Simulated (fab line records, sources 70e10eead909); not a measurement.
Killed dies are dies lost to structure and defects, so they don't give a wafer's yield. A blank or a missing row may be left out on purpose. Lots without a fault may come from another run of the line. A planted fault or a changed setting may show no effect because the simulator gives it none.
One fault seen from 2 desks | flow nand_harc | each desk has only its own numbers; what lay behind them comes last

THE METROLOGY DESK
What the gauges read, lot by lot, whatever tool the lot ran on: means of the sampled wafers that have a number. A lot is out of limits, marked OUT, if its mean lies more than 4 standard deviations from the usual mean; the brackets give that distance.
Columns: A = cd_nm at NHARC_A_M0_CD_MEAS_09, usual 80.1 nm; B = overlay_x_nm at NHARC_A_M0_OVL_MEAS_10, usual 0.1 nm; C = overlay_y_nm at NHARC_A_M0_OVL_MEAS_10, usual -0.2 nm; D = thk_nm at NHARC_A_M1_THK_MEAS_24, usual 154.2 nm
lot  | first seen here | A    | B    | C    | D
L536 | day 17 18:51    | 80.6 | 0.7  | -0.6 | 156.1
L539 | day 18 18:13    | 80.6 | -0.7 | 0.1  | 154.3
L542 | day 19 02:52    | 79.8 | -0.1 | 0.2  | 152.5
L540 | day 19 03:41    | 80.2 | -0.4 | 0.2  | 155.3
L548 | day 20 03:19    | 80.3 | -0.9 | -0.7 | 155.2
L550 | day 20 17:28    | 80.1 | 0.1  | -0.5 | 150.9
L552 | day 21 18:23    | 79.5 | -0.2 | -0.8 | 156.6
L554 | day 22 11:01    | 79.2 | 0.8  | -0.0 | 153.3
L555 | day 22 11:23    | 80.0 | -0.9 | -0.2 | 153.0
L556 | day 22 16:53    | 80.2 | 0.3  | -1.3 | 155.3
L558 | day 23 07:29    | 79.9 | 0.5  | 1.2  | 155.3
L559 | day 23 15:19    | 79.8 | 0.3  | 0.7  | 154.1
This desk's finding: nothing out of limits on any of the 12 lots.

THE TOOL OWNER'S DESK: cmp-04
The tool's own readings at NHARC_A_M1_CMP_23 (polishes, t overpolish 20 s, target thk 154.34 nm): means of the sampled wafers that have a number, for each lot that ran on this tool. A lot is out of limits, marked OUT, if its mean lies more than 4 standard deviations from the usual mean; the brackets give that distance.
Columns: A = edge_zone_pressure_frac at NHARC_A_M1_CMP_23, usual 1.000; B = motor_current_A at NHARC_A_M1_CMP_23, usual 12.1 A; C = time_to_endpoint_s at NHARC_A_M1_CMP_23, usual 29 s
lot  | first seen here | A     | B    | C
L540 | day 19 10:07    | 1.001 | 12.1 | 31
L548 | day 20 10:01    | 1.007 | 12.6 | 29
L550 | day 21 00:17    | 1.002 | 12.6 | 23
L552 | day 22 00:44    | 1.004 | 12.3 | 32
This desk's finding: nothing out of limits on any of the 4 lots.

PUT TOGETHER
The metrology desk saw nothing out of limits.
The tool owner's desk saw nothing out of limits.

WHAT THE SIMULATOR HAD PUT IN
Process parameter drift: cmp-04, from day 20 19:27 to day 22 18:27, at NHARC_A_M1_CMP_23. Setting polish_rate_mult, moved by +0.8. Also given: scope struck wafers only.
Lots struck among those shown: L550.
